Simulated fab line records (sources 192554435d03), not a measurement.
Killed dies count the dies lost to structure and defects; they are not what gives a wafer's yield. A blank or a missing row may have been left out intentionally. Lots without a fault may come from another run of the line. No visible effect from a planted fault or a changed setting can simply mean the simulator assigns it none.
fab line records -- flow n5Finfet
[record] lots = 10, wafers = 30, lastDay = 17
route steps=1938 shown BEOL_M13@1686 PASSIVATION@1936
lots untouched by any fault: they come from a run of this same line in which no faults occurred
startH: hours from the record's first day to the start of the lot's first wafer shown -- waitH: how many hours have passed since the lot's step before this one -- " identical to the entry in the row above -- L1.1+2: one row covering several wafers at once -- - no value present, or no start provided -- * or withheld: withheld -- < > ~ a bound
route shown NAME@n: a module of which the file shows steps, and the number in the route of the first -- usual: the fault-free wafers' mean and standard deviation -- same: alike in all rows -- chamber/n: place in a boat -- sites: each site's reading -- _std_site: standard deviation of those values -- _edge_site: inner sites' mean taken away from outer sites' mean -- radiusMm: for every site, how far away it sits from the centre of the wafer -- mask NAME#n: copy n -- behind: the last tool/chamber to shape the wafer -- hold: why the lot went on hold/how many hours it stayed there/how the hold came to an end -- device: names the non-switching transistor (n, p or np) -- end of line: the tests these same wafers got at the end of their route -- a step without rows: its recipe alone -- killed: not the wafer's yield, but the dies lost to structure and defects at the first sort -- map: a wafer's dies, marking killed ones x, the rest . and places with no die _
set.NAME: the setting the step ran with; set.NAME@STEP: the setting that earlier step ran with -- model.NAME: the simulator's own value behind a step, which no gauge read
route steps across a sampled set of lots; one table per step, one row per wafer
services: a tool's chamber out of use, with start hour (startH, from the record's first day; less than 0 if before it), hours out, and reason
[[steps]]
[step N5_BEOL_M13_PEB_26]
[recipe] pebTempC = 130, pebTimeS = 90
[usual] heaterPowerTotalW = 172.3/0.78
lot.wafer,tool,chamber,startH,waitH,heaterPowerTotalW
L201.1,lithoTrack-04,0,252.35,0.1,172.1
L201.4,lithoTrack-04,0,252.35,0.1,172.6
L201.5,lithoTrack-04,0,252.35,0.1,172.8
L204.1,lithoTrack-02,0,259.37,0.1,199.5
L204.5,lithoTrack-02,0,259.37,0.1,170.8
L204.6,lithoTrack-02,0,259.37,0.1,172.3
L212.2,lithoTrack-04,0,323.78,0.0,172.5
L212.3,lithoTrack-04,0,323.78,0.0,172.1
L212.6,lithoTrack-04,0,323.78,0.0,172.5
L213.1,lithoTrack-02,0,331.79,0.1,172.3
L213.5,lithoTrack-02,0,331.79,0.1,171.0
L213.6,lithoTrack-02,0,331.79,0.1,172.1
L215.1,lithoTrack-02,0,341.44,0.1,173.1
L215.3,lithoTrack-02,0,341.44,0.1,173.1
L215.5,lithoTrack-02,0,341.44,0.1,171.0
L218.1,lithoTrack-02,0,341.90,0.1,173.2
L218.2,lithoTrack-02,0,341.90,0.1,172.1
L218.3,lithoTrack-02,0,341.90,0.1,173.1
L217.2,lithoTrack-04,0,342.12,0.0,171.2
L217.4,lithoTrack-04,0,342.12,0.0,173.1
L217.6,lithoTrack-04,0,342.12,0.0,171.9
L219.2,lithoTrack-02,0,353.06,0.0,171.0
L219.4,lithoTrack-02,0,353.06,0.0,173.9
L219.5,lithoTrack-02,0,353.06,0.0,170.8
L223.3,lithoTrack-01,0,373.24,0.0,173.0
L223.4,lithoTrack-01,0,373.24,0.0,172.2
L223.5,lithoTrack-01,0,373.24,0.0,172.7
L221.2,lithoTrack-02,0,373.45,0.0,172.3
L221.5,lithoTrack-02,0,373.45,0.0,172.9
L221.6,lithoTrack-02,0,373.45,0.0,171.3
[step N5_BEOL_M13_CD_MEAS_28]
[recipe] targetCdNm = 209.5, landingEnergyEv = 500, detector = seInlens
[usual] cdNm = 210.4/1.3
[same] landingEnergyEv = 500
lot.wafer,tool,chamber,startH,waitH,cdNm
L201.1,cdSem-02,0,252.47,-,211.9
L201.4,cdSem-02,0,252.47,-,209.9
L201.5,cdSem-02,0,252.47,-,209.0
L204.1,cdSem-01,0,259.48,-,205.3
L204.5,cdSem-01,0,259.48,-,212.5
L204.6,cdSem-01,0,259.48,-,211.1
L212.2,cdSem-02,0,323.90,-,210.3
L212.3,cdSem-02,0,323.90,-,210.7
L212.6,cdSem-02,0,323.90,-,211.5
L213.1,cdSem-03,0,331.91,-,212.3
L213.5,cdSem-03,0,331.91,-,212.0
L213.6,cdSem-03,0,331.91,-,209.7
L215.1,cdSem-02,0,341.55,-,210.9
L215.3,cdSem-02,0,341.55,-,210.9
L215.5,cdSem-02,0,341.55,-,212.2
L218.1,cdSem-03,0,342.01,-,212.6
L218.2,cdSem-03,0,342.01,-,210.9
L218.3,cdSem-03,0,342.01,-,212.6
L217.2,cdSem-03,0,342.23,-,210.5
L217.4,cdSem-03,0,342.23,-,211.3
L217.6,cdSem-03,0,342.23,-,209.6
L219.2,cdSem-02,0,353.18,-,211.7
L219.4,cdSem-02,0,353.18,-,210.1
L219.5,cdSem-02,0,353.18,-,209.9
L223.3,cdSem-03,0,373.36,-,209.6
L223.4,cdSem-03,0,373.36,-,210.9
L223.5,cdSem-03,0,373.36,-,209.2
L221.2,cdSem-03,0,373.56,-,211.7
L221.5,cdSem-03,0,373.56,-,211.3
L221.6,cdSem-03,0,373.56,-,212.2
[step N5_BEOL_M13_OVL_MEAS_29]
[recipe] pointsPerWafer = 44
[usual] M13_OVL = 0/5.4
[same] pointsPerWafer = 44
lot.wafer,tool,chamber,startH,waitH,M13_OVL[nm]
L201.1,overlay-02,0,252.50,0.0,4
L201.4,overlay-02,0,252.50,0.0,1
L201.5,overlay-02,0,252.50,0.0,-2
L204.1,overlay-02,0,259.51,0.0,9
L204.5,overlay-02,0,259.51,0.0,8
L204.6,overlay-02,0,259.51,0.0,2
L212.2,overlay-01,0,323.92,0.0,-6
L212.3,overlay-01,0,323.92,0.0,3
L212.6,overlay-01,0,323.92,0.0,-7
L213.1,overlay-02,0,331.94,0.0,3
L213.5,overlay-02,0,331.94,0.0,1
L213.6,overlay-02,0,331.94,0.0,5
L215.1,overlay-02,0,341.58,0.0,0
L215.3,overlay-02,0,341.58,0.0,-8
L215.5,overlay-02,0,341.58,0.0,-3
L218.1,overlay-02,0,342.05,0.0,0
L218.2,overlay-02,0,342.05,0.0,5
L218.3,overlay-02,0,342.05,0.0,0
L217.2,overlay-01,0,342.26,0.0,-1
L217.4,overlay-01,0,342.26,0.0,-6
L217.6,overlay-01,0,342.26,0.0,-8
L219.2,overlay-02,0,353.20,0.0,2
L219.4,overlay-02,0,353.20,0.0,2
L219.5,overlay-02,0,353.20,0.0,-4
L223.3,overlay-02,0,373.39,0.0,5
L223.4,overlay-02,0,373.39,0.0,0
L223.5,overlay-02,0,373.39,0.0,-3
L221.2,overlay-02,0,373.59,0.0,-10
L221.5,overlay-02,0,373.59,0.0,-4
L221.6,overlay-02,0,373.59,0.0,-8
[step N5_BEOL_M13_DESCUM_33]
[recipe] chemistry = O2, timeS = 7.9, sourcePowerW = 50, biasPowerW = 20, pressureMtorr = 20, rfFrequencyHz = 2.712e+07, tempC = 40, o2FlowSccm = 225
[usual] drypumpMotorCurrentA = 5.8/0.52, oesProductAu = 0.81/0.084, rfVppV = 242.7/1.2, showerheadPlenumPTorr = 2.06/0.064, throttleValvePct = 20.31/0.28
lot.wafer,tool,chamber,startH,waitH,drypumpMotorCurrentA,oesProductAu,rfHoursCounterH,rfVppV,showerheadPlenumPTorr,throttleValvePct
L201.1,rieDiel-03,0,252.55,0.0,6.5,0.95,6,242.3,2.04,20.08
L201.4,rieDiel-03,2,252.55,0.0,5.2,0.71,223,242.9,2.07,20.66
L201.5,rieDiel-03,3,252.55,0.0,6.4,0.86,-,242.6,2.01,19.82
L204.1,rieDiel-01,2,259.57,0.0,5.6,0.84,62,244.2,2.04,20.31
L204.5,rieDiel-01,3,259.57,0.0,6.3,0.73,-,243.2,1.98,20.15
L204.6,rieDiel-01,2,259.57,0.0,5.6,0.86,-,241.9,2.04,20.30
L212.2,rieDiel-05,1,324.21,0.3,5.4,0.79,95,243.3,2.09,20.07
L212.3,rieDiel-05,0,324.21,0.3,6.4,0.75,146,241.4,2.01,20.60
L212.6,rieDiel-05,2,324.21,0.3,5.7,0.81,-,242.0,2.09,19.97
L213.1,rieDiel-01,0,332.00,0.0,6.0,0.70,204,243.5,2.09,20.77
L213.5,rieDiel-01,3,332.00,0.0,6.3,0.72,-,243.2,1.97,20.19
L213.6,rieDiel-01,2,332.00,0.0,5.6,0.82,-,241.4,2.03,20.34
L215.1,rieDiel-01,2,341.64,0.0,5.6,0.82,88,242.6,2.03,20.36
L215.3,rieDiel-01,3,341.64,0.0,6.3,0.70,173,242.1,1.97,20.19
L215.5,rieDiel-01,0,341.64,0.0,6.0,0.70,-,243.6,2.09,20.77
L218.1,rieDiel-01,2,342.32,0.2,5.6,0.81,88,240.3,2.03,20.36
L218.2,rieDiel-01,1,342.32,0.2,5.7,0.90,28,245.2,2.22,20.11
L218.3,rieDiel-01,0,342.32,0.2,6.0,0.70,209,242.6,2.09,20.76
L217.2,rieDiel-03,3,342.46,0.2,6.4,0.83,73,241.7,2.01,19.88
L217.4,rieDiel-03,1,342.46,0.2,4.7,0.84,78,242.9,2.02,20.48
L217.6,rieDiel-03,2,342.46,0.2,5.2,0.69,-,242.8,2.06,20.70
L219.2,rieDiel-01,3,353.26,0.0,6.3,0.71,177,240.8,1.97,20.21
L219.4,rieDiel-01,2,353.26,0.0,5.7,0.82,-,241.7,2.03,20.37
L219.5,rieDiel-01,3,353.26,0.0,6.3,0.71,-,241.5,1.97,20.20
L223.3,rieDiel-03,2,373.45,0.0,5.2,0.96,6,242.4,2.06,20.28
L223.4,rieDiel-03,1,373.45,0.0,4.7,0.82,89,241.7,2.02,20.50
L223.5,rieDiel-03,1,373.45,0.0,4.7,0.83,-,241.1,2.02,20.50
L221.2,rieDiel-05,3,373.65,0.0,5.5,0.86,72,244.3,2.11,20.40
L221.5,rieDiel-05,3,373.65,0.0,5.5,0.86,-,243.2,2.11,20.41
L221.6,rieDiel-05,0,373.65,0.0,6.4,0.73,-,240.8,2.01,20.63
[step N5_BEOL_M13_ETCH_68]
[recipe] chemistry = N2/H2, target = SOC, maskMaterial = SiARC, sourceW = 3000, biasW = 350, tempC = 40, timeS = 355, ionEnergyEv = 200, pressureMtorr = 30, n2FlowSccm = 200, h2FlowSccm = 200
[usual] drypumpMotorCurrentA = 5.8/0.52, oesProductAu = 0.81/0.082, rfVppV = 523.2/2.1, showerheadPlenumPTorr = 2.52/0.075, throttleValvePct = 17.71/0.24
lot.wafer,tool,chamber,startH,waitH,drypumpMotorCurrentA,oesProductAu,rfHoursCounterH,rfVppV,showerheadPlenumPTorr,throttleValvePct
L201.1,rieDiel-03,0,252.74,0.1,6.6,0.95,6,523.1,2.48,17.37
L201.4,rieDiel-03,2,252.74,0.1,5.2,0.71,223,523.0,2.50,18.05
L201.5,rieDiel-03,3,252.74,0.1,6.4,0.87,-,524.4,2.50,17.57
L204.1,rieDiel-01,2,259.75,0.1,5.6,0.83,63,523.2,2.46,17.51
L204.5,rieDiel-01,3,259.75,0.1,6.3,0.73,-,522.0,2.44,17.75
L204.6,rieDiel-01,2,259.75,0.1,5.6,0.83,-,522.0,2.46,17.53
L212.2,rieDiel-05,1,324.39,0.1,5.4,0.76,96,525.2,2.55,17.43
L212.3,rieDiel-05,0,324.39,0.1,6.4,0.75,146,522.5,2.46,18.09
L212.6,rieDiel-05,2,324.39,0.1,5.7,0.83,-,524.1,2.56,17.47
L213.1,rieDiel-01,0,332.18,0.1,6.0,0.70,205,522.7,2.51,17.86
L213.5,rieDiel-01,3,332.18,0.1,6.3,0.72,-,520.9,2.43,17.78
L213.6,rieDiel-01,2,332.18,0.1,5.7,0.81,-,521.5,2.45,17.58
L215.1,rieDiel-01,2,341.82,0.1,5.6,0.81,88,521.3,2.45,17.57
L215.3,rieDiel-01,3,341.82,0.1,6.3,0.71,173,521.0,2.43,17.79
L215.5,rieDiel-01,0,341.82,0.1,6.0,0.70,-,522.3,2.50,17.89
L218.1,rieDiel-01,2,342.50,0.1,5.6,0.81,88,522.4,2.45,17.56
L218.2,rieDiel-01,1,342.50,0.1,5.7,0.91,28,526.8,2.69,17.44
L218.3,rieDiel-01,0,342.50,0.1,6.1,0.69,209,522.2,2.50,17.88
L217.2,rieDiel-03,3,342.65,0.1,6.4,0.83,73,521.6,2.49,17.62
L217.4,rieDiel-03,1,342.65,0.1,4.7,0.82,78,522.6,2.48,18.00
L217.6,rieDiel-03,2,342.65,0.1,5.2,0.69,-,523.1,2.49,18.09
L219.2,rieDiel-01,3,353.44,0.1,6.3,0.71,177,520.9,2.43,17.81
L219.4,rieDiel-01,2,353.44,0.1,5.6,0.80,-,523.2,2.45,17.59
L219.5,rieDiel-01,3,353.44,0.1,6.3,0.71,-,521.4,2.43,17.79
L223.3,rieDiel-03,2,373.63,0.1,5.2,0.95,6,521.2,2.49,17.62
L223.4,rieDiel-03,1,373.63,0.1,4.7,0.82,89,521.7,2.48,18.02
L223.5,rieDiel-03,1,373.63,0.1,4.7,0.81,-,520.7,2.48,18.03
L221.2,rieDiel-05,3,373.83,0.1,5.5,0.85,72,526.5,2.61,17.95
L221.5,rieDiel-05,3,373.83,0.1,5.5,0.85,-,523.7,2.61,17.96
L221.6,rieDiel-05,0,373.83,0.1,6.4,0.73,-,521.2,2.45,18.10
[step N5_PASSIVATION_PROBE_49]
[usual] defectLimitedYield = 91.3/1.5, killed_at_M0_to_M3 = 35/8.7, killed_at_M4_up = 14/5.5, killedAtContacts = 11/5.6, killedAtFrontEnd = 39/13, killedAtOther = 3.7/2.2, killedDies = 103/18, killedOnRim = 14/4.4, killedOpen = 69/14, killedShort = 33/7.8, sort_bin_4_leakage = 0.02/0.15, sort_bin_5_function = 5.1/0.99, sort_bin_6_memory = 3.3/0.67, sort_bin_8_speed = 0.02/0.17, sortNPass = 1077/18, sortYieldPct = 91.2/1.5
[same] grossDies = 1180, killedAtBackSide = 0
lot.wafer,tool,chamber,startH,waitH,defectLimitedYield[%],killed_at_M0_to_M3,killed_at_M4_up,killedAtContacts,killedAtFrontEnd,killedAtOther,killedDies,killedOnRim,killedOpen,killedShort,sort_bin_4_leakage[%],sort_bin_5_function[%],sort_bin_6_memory[%],sort_bin_8_speed[%],sortNPass,sortYieldPct[%]
L213.1,prober-02,-,359.58,0.0,93.1,28,11,8,34,0,81,4,52,29,0,4.4,2.2,0,1099,93.1
L213.5,prober-02,-,359.78,0.2,91.8,34,19,6,37,1,97,12,64,33,0,5.3,2.5,0,1083,91.8
L213.6,prober-02,-,359.83,0.3,91.2,36,10,7,44,7,104,16,64,39,0,6.0,2.5,0,1076,91.2
L217.2,prober-01,-,378.00,0.1,92.4,27,17,8,34,4,90,9,65,22,0,4.7,2.7,0,1090,92.4
L217.4,prober-01,-,378.10,0.2,94.7,21,9,5,24,4,63,4,46,17,0,3.4,1.7,0,1117,94.7
L217.6,prober-01,-,378.20,0.3,93.0,17,25,10,29,2,83,8,55,24,0,4.4,2.5,0,1097,93.0
L219.2,prober-02,-,381.77,0.1,92.5,35,8,11,32,3,89,8,64,25,0,4.5,3.0,0,1091,92.5
L219.4,prober-02,-,381.87,0.2,90.7,38,13,4,47,8,110,17,86,23,0,5.6,3.6,0,1070,90.7
L219.5,prober-02,-,381.92,0.2,90.3,36,9,15,51,3,114,20,80,32,0,5.5,3.6,0.08,1065,90.3
// killed by level:class
L213.1 FIN_SAQP:geometricParticle:short=12 FIN_SAQP:geometricParticle:open=8 MOL_CONTACT_COAG:geometricParticle:open=7 BEOL_M0_SAQP:geometricParticle:open=7 BEOL_M1:geometricParticle:open=6 BEOL_M4:geometricParticle:open=5 BEOL_M0_SAQP:geometricParticle:short=4 STI_FIN_REVEAL:geometricParticle:open=3
L213.5 FIN_SAQP:geometricParticle:short=11 FIN_SAQP:geometricParticle:open=10 BEOL_M4:geometricParticle:open=10 BEOL_M0_SAQP:geometricParticle:open=9 DUMMY_GATE:geometricParticle:open=6 MOL_CONTACT_COAG:geometricParticle:open=6 BEOL_M1:geometricParticle:open=6 BEOL_M0_SAQP:geometricParticle:short=4
L213.6 FIN_SAQP:geometricParticle:open=13 FIN_SAQP:geometricParticle:short=11 BEOL_M0_SAQP:geometricParticle:open=7 BEOL_M1:geometricParticle:open=6 STI_FIN_REVEAL:geometricParticle:open=5 MOL_CONTACT_COAG:geometricParticle:open=5 BEOL_M0_SAQP:geometricParticle:short=5 BEOL_M2:geometricParticle:open=5
L217.2 FIN_SAQP:geometricParticle:short=11 BEOL_M3:geometricParticle:open=11 BEOL_M4:geometricParticle:open=9 FIN_SAQP:geometricParticle:open=6 MOL_CONTACT_COAG:geometricParticle:open=6 STI_FIN_REVEAL:geometricParticle:open=5 BEOL_M0_SAQP:geometricParticle:open=5 BEOL_M2:geometricParticle:open=5
L217.4 FIN_SAQP:geometricParticle:short=7 STI_FIN_REVEAL:geometricParticle:open=7 BEOL_M0_SAQP:geometricParticle:open=7 BEOL_M1:geometricParticle:open=6 BEOL_M4:geometricParticle:open=6 MOL_CONTACT_COAG:geometricParticle:open=5 BEOL_M3:geometricParticle:open=5 STARTING-WAFER:geometricParticle:short=4
L217.6 BEOL_M4:geometricParticle:open=15 MOL_CONTACT_COAG:geometricParticle:open=9 GATE_CUT:geometricParticle:short=8 STI_FIN_REVEAL:geometricParticle:open=7 BEOL_M3:geometricParticle:open=6 BEOL_M4:geometricParticle:short=4 STARTING-WAFER:geometricParticle:open=4 GATE_CUT:geometricParticle:open=3
L219.2 BEOL_M2:geometricParticle:open=11 MOL_CONTACT_COAG:geometricParticle:open=9 BEOL_M3:geometricParticle:open=8 GATE_CUT:geometricParticle:open=6 STI_FIN_REVEAL:geometricParticle:open=4 DUMMY_GATE:geometricParticle:open=4 BEOL_M0_SAQP:geometricParticle:short=4 BEOL_M5:geometricParticle:open=3
L219.4 BEOL_M3:geometricParticle:open=18 STI_FIN_REVEAL:geometricParticle:open=11 FIN_SAQP:geometricParticle:open=9 DUMMY_GATE:geometricParticle:open=6 BEOL_M1:geometricParticle:open=6 BEOL_M2:geometricParticle:open=5 PAD_METAL:geometricParticle:open=4 ILD0:geometricParticle:short=4
L219.5 BEOL_M0_SAQP:geometricParticle:open=13 MOL_CONTACT_COAG:geometricParticle:open=12 STI_FIN_REVEAL:geometricParticle:open=9 FIN_SAQP:geometricParticle:open=8 ILD0:geometricParticle:short=7 BEOL_M2:geometricParticle:open=7 BEOL_M0_SAQP:geometricParticle:short=5 BEOL_M1:geometricParticle:open=5
[[services]]
tool,chamber,startH,hours,kind
rieDiel-01,1,235.70,-,clean
rieDiel-01,1,235.70,-,consumableReplace:focusRing
rieDiel-01,1,235.70,-,consumableReplace:showerhead
rieDiel-01,1,235.70,14.6,scheduledDown
rieDiel-01,1,235.70,14.6,ventCycle
rieDiel-01,3,248.54,4.6,repair
lithoTrack-01,-,249.46,-,consumableReplace:filter
rieDiel-03,-,271.79,0.6,repair
rieDiel-05,2,312.96,1.2,repair
rieDiel-05,0,325.26,13.9,repair
rieDiel-05,1,332.19,21.8,repair
rieDiel-03,2,344.44,-,clean
rieDiel-03,2,344.44,-,consumableReplace:focusRing
rieDiel-03,2,344.44,12.0,scheduledDown
rieDiel-03,2,344.44,12.0,ventCycle
rieDiel-01,1,350.76,4.5,repair
rieDiel-03,3,355.96,5.1,repair
[[key]]
[firstSign] step = N5_BEOL_M13_PEB_26, reading = heaterPowerTotalW, direction = up, sigmas = 35, usual = *, struck = *
[effect] step = N5_BEOL_M13_CD_MEAS_28, reading = cdNm, direction = down, sigmas = 3.9, usual = 210.4, struck = 205.3
metAt N5_BEOL_M13_PEB_26
struckLots L204
struckWafers L204.1
notActingAt N5_BEOL_M13_OVL_MEAS_29,N5_BEOL_M13_DESCUM_33,N5_BEOL_M13_ETCH_68
[fault] kind = processParameterDrift, tool = lithoTrack-02, chamber = -, onsetH = 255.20, steps = N5_BEOL_M13_PEB_26, channel = pebTimeS, offset = *, shape = step, endH = 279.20, scope = struckWafersOnly, actsIn = *, stated = *
